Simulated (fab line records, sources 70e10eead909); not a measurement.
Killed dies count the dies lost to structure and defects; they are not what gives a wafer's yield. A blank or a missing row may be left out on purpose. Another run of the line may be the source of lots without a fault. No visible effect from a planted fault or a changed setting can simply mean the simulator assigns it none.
Chamber matching | flow nand_harc | NHARC_P_M2_DEP_33 on pecvd-01: 3 sister chambers
The step deposits SiCN, target thk 30 nm. 20 wafers are shown with their chamber, then 10 later ones without.

## EACH WAFER AND ITS CHAMBER
wafer  | chamber | heater_power_w (W) | susceptor_temp_C (C) | rf_fwd_power_W (W)
L076.1 | 0       | 481                | 369.69               | 449.5
L076.2 | 2       | 429                | 369.66               | 451.1
L076.4 | 2       | 428                | 369.49               | 450.4
L080.1 | 2       | 526                | 369.74               | 450.7
L080.4 | 2       | 511                | 370.11               | 450.7
L080.5 | 0       | 526                | 369.99               | 447.0
L081.2 | 2       | 496                | 370.12               | 447.3
L081.3 | 1       | 733                | 370.42               | 451.2
L081.6 | 2       | 495                | 370.11               | 447.9
L082.1 | 1       | 616                | 369.90               | 448.0
L082.2 | 0       | 562                | 370.13               | 449.4
L082.4 | 2       | 489                | 369.94               | 449.5
L083.3 | 1       | 685                | 369.96               | 449.9
L083.5 | 0       | 531                | 369.79               | 449.9
L083.6 | 2       | 513                | 370.09               | 450.0
L084.4 | 0       | 533                | 370.10               | 447.4
L084.5 | 2       | 516                | 369.98               | 447.8
L084.6 | 1       | 723                | 370.26               | 450.0
L089.1 | 2       | 493                | 369.44               | 449.3
L089.3 | 0       | 477                | 369.52               | 450.6

SIGNATURES, as means of the wafers listed above
reading          | chamber 0 | chamber 1 | chamber 2 | scatter within a chamber
heater_power_w   | 518.33    | 689.25    | 489.60    | 37.9
susceptor_temp_C | 369.8700  | 370.1350  | 369.8680  | 0.256
rf_fwd_power_W   | 448.967   | 449.775   | 449.470   | 1.38
Rule: for each reading, subtract the chamber's mean from the wafer's reading, divide by that reading's scatter and square the result; add these up over the readings and take the root, which gives the wafer's distance from the chamber. If the next closest chamber is less than 2 further off than the closest, the wafer can't be placed; otherwise it belongs to the closest. The scatter: take each reading less its chamber's mean, square it, sum over the shown wafers, divide by the number of wafers less the number of chambers, and take the root.

## WAFERS WHOSE CHAMBER IS MISSING
wafer  | heater_power_w (W) | susceptor_temp_C (C) | rf_fwd_power_W (W)
L089.6 | 487                | 369.85               | 447.8
L090.3 | 543                | 369.82               | 449.5
L090.4 | 473                | 369.52               | 448.2
L090.5 | 538                | 369.83               | 450.2
L091.3 | 501                | 369.63               | 449.8
L091.5 | 707                | 370.02               | 447.7
L091.6 | 500                | 370.08               | 450.5
L097.1 | 613                | 370.30               | 448.4
L097.5 | 464                | 370.22               | 450.0
L097.6 | 646                | 369.98               | 447.4

## EACH ONE'S CHAMBER
wafer  | from the rows above          | in truth
L089.6 | can't be placed: 0 or 2      | 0
L090.3 | can't be placed: 0 or 2      | 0
L090.4 | can't be placed: 2 or 0      | 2
L090.5 | can't be placed: 0 or 2      | 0
L091.3 | can't be placed: 2 or 0      | 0
L091.5 | 1                            | 1
L091.6 | can't be placed: 2 or 0      | 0
L097.1 | can't be placed: 1 or 0 or 2 | 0
L097.5 | can't be placed: 2 or 0      | 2
L097.6 | can't be placed: 1 or 0      | 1
1 of 10 placed correctly. Unplaceable from these rows: 9, with the true chamber sitting among the candidates in 9. 0 placed wrongly.
